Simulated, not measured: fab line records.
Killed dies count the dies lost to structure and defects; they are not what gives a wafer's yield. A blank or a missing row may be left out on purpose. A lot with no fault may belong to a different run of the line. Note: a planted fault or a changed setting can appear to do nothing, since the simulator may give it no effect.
Chamber matching	flow nand_harc	pecvd-01 running NHARC_THIN_TSV_DEP_43: 3 sister chambers
The step deposits SiO2, target thk 1328.5 nm. 3 wafers are shown with their chamber, then 12 later ones without.

## WAFERS PAIRED WITH THEIR CHAMBERS
wafer	chamber	throttle_valve_pct (%)
L087.1	2	16.3
L087.4	1	15.6
L087.6	0	15.3

## WAFERS WITH NO CHAMBER GIVEN
wafer	throttle_valve_pct (%)
L089.1	16.5
L089.3	15.4
L089.6	15.4
L092.2	15.5
L092.5	16.5
L092.6	15.5
L095.1	15.4
L095.2	16.7
L095.4	15.3
L097.1	16.4
L097.4	16.4
L097.5	15.4

## EACH ONE'S CHAMBER
wafer	from the rows above	in truth
L089.1	2	2
L089.3	can't be placed: 0 or 1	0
L089.6	can't be placed: 0 or 1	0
L092.2	can't be placed: 1 or 0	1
L092.5	2	2
L092.6	can't be placed: 1 or 0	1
L095.1	can't be placed: 0 or 1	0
L095.2	2	2
L095.4	can't be placed: 0 or 1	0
L097.1	2	2
L097.4	2	2
L097.5	can't be placed: 0 or 1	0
Correctly placed: 5 of 12. Cannot be placed on the basis of these rows: 7; the candidates contain the true chamber in 7. Number placed wrongly: 0.
How it was worked out, from the rows above alone: a wafer's distance from a chamber is the root of the sum, over the readings, of the square of ((its reading less the chamber's mean) divided by the reading's scatter). If the next closest chamber is less than 2 further off than the closest, the wafer can't be placed; otherwise it belongs to the closest. A chamber's mean is the mean of its shown wafers. The scatter: with one shown wafer a chamber, the root of the mean of the squares of how far each hidden wafer lies from its nearest shown one.
